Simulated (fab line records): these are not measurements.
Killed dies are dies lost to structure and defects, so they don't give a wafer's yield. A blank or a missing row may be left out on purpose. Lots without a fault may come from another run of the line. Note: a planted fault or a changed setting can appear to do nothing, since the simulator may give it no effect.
A lot that was struck, set against a sound lot    flow n5-finfet    17 steps out of a route of 1938
Sound: the wafers L258.1, L258.5, L258.6. Struck: wafer L273.5; the same lot's L273.1 was not struck, so it is left out; see the end for the cause.
Per side, at each step with rows, come the tool, then ch with its chambers, and then its first start. Under that, the readings that differ: sound wafers    struck wafers    difference of the means    sigmas: that difference in standard deviations of wafers without a fault.
alike: readings whose means differ by less than 2 such deviations, and words and numbers that are the same on both sides. not compared: withheld readings, readings that some wafer has no value for, bounds like >300 that may hide the same value, and numbers for which the record gives no deviation and whose values overlap.
Wherever a step has rows on one side only, a row that says differs or no value, or a row with sigmas, the two part there. Numbers that have no deviation but don't overlap get no sigmas and don't part them. A reading missing from all wafers of one side parts the sides only when that side holds two or more wafers.

first, 9 steps without rows for these wafers: N5_BEOL_M8_COAT_63 (time 60 s, resist thk 60 nm); N5_BEOL_M8_COAT_64 (time 60 s, resist thk 12 nm); N5_BEOL_M8_COAT_71 (time 60 s, resist thk 5 nm); N5_BEOL_M8_COAT_22 (resist thk 30 nm); N5_BEOL_M8_EBR_24; N5_BEOL_M8_SOFTBAKE_23 (time 60 s); N5_BEOL_M8_EXPOSE_25 (exposes mask V7, target cd 40 nm); N5_BEOL_M8_PEB_26 (peb time 60 s); N5_BEOL_M8_DEVELOP_27 (develop time 30 s).
N5_BEOL_M8_CD_MEAS_28: target cd 40 nm.
  sound on cd-sem-01 ch 0, day 10 15:01; struck on cd-sem-03 ch 0, day 14 09:04
  alike: cd-nm
N5_BEOL_M8_OVL_MEAS_29:
  sound on overlay-02 ch 0, day 10 15:02; struck on overlay-02 ch 0, day 14 09:06
  alike: V7_OVL
N5_BEOL_M8_INSPECT_30: inspects for defects (brightfield).
  struck on defect-inspect-02, day 14 09:10; sound on defect-inspect-02, day 10 15:05
reading           sound        struck  difference  sigmas
raw-defect-count  318 388 358  537     +182        +2
N5_BEOL_M8_DESCUM_33: chemistry O2, time 7 s.
  sound on rie-diel-04 ch 1,3, day 10 15:08; struck on rie-diel-04 ch 0, day 14 09:23
reading                                       sound           struck  difference  sigmas
model.CAR-EUV_of_BEOL_M8_COAT_22.thk-nm (nm)  26.2 26.2 26.2  25      -1          
  alike: drypump-motor-current-A, o2-flow-sccm, oes-product-au, rf-vpp-V, showerhead-plenum-p-Torr, throttle-valve-pct
  not compared: rf-hours-counter-h
N5_BEOL_M8_ETCH_72: etches underlayer in N2/H2, target depth 6.5 nm, time 5.2 s.
  sound on rie-diel-04 ch 1,3, day 10 15:10; struck on rie-diel-04 ch 0, day 14 09:25
  alike: drypump-motor-current-A, etch-rf-on-time-s, oes-product-au, rf-vpp-V, showerhead-plenum-p-Torr, throttle-valve-pct
  not compared: rf-hours-counter-h
N5_BEOL_M8_ETCH_65: etches SiARC in CF4, target depth 15.6 nm, time 26 s.
  sound on rie-diel-04 ch 1,3, day 10 15:11; struck on rie-diel-04 ch 0, day 14 09:26
reading                                       sound           struck  difference  sigmas
model.CAR-EUV_of_BEOL_M8_COAT_22.thk-nm (nm)  11.2 11.2 11.2  10.2    -1.0        
  alike: drypump-motor-current-A, etch-rf-on-time-s, oes-product-au, rf-vpp-V, showerhead-plenum-p-Torr, throttle-valve-pct
  not compared: rf-hours-counter-h
N5_BEOL_M8_ETCH_66: etches SOC in N2/H2, target depth 80 nm, overetch 16 nm, time 120 s.
  sound on rie-diel-04 ch 1,3, day 10 15:13; struck on rie-diel-04 ch 0, day 14 09:27
  alike: drypump-motor-current-A, oes-product-au, rf-vpp-V, showerhead-plenum-p-Torr, throttle-valve-pct
  not compared: rf-hours-counter-h
-- here the record skips 3 days between the struck wafers' starts before and after, leaving off in module BEOL_M8 and picking up in module PASSIVATION (first step shown: number 1936 of the route) --
N5_PASSIVATION_PROBE_49:
  struck on prober-02, day 17 03:37; sound on prober-02, day 13 02:25
reading          sound  struck  difference  sigmas
killed-at-other  2 3 2  11      +9          +3
  alike: defect-limited-yield, killed_at_M0_to_M3, killed_at_M4_up, killed-at-contacts, killed-at-front-end, killed-dies, killed-open, killed-short, sort_bin_5_function, sort_bin_6_memory, sort_bin_8_speed, sort-n-pass, sort-yield-pct

== WHERE THEY PART ==
First at N5_BEOL_M8_INSPECT_30; last, within this record, at N5_PASSIVATION_PROBE_49.

WHY: whatever the simulator had introduced
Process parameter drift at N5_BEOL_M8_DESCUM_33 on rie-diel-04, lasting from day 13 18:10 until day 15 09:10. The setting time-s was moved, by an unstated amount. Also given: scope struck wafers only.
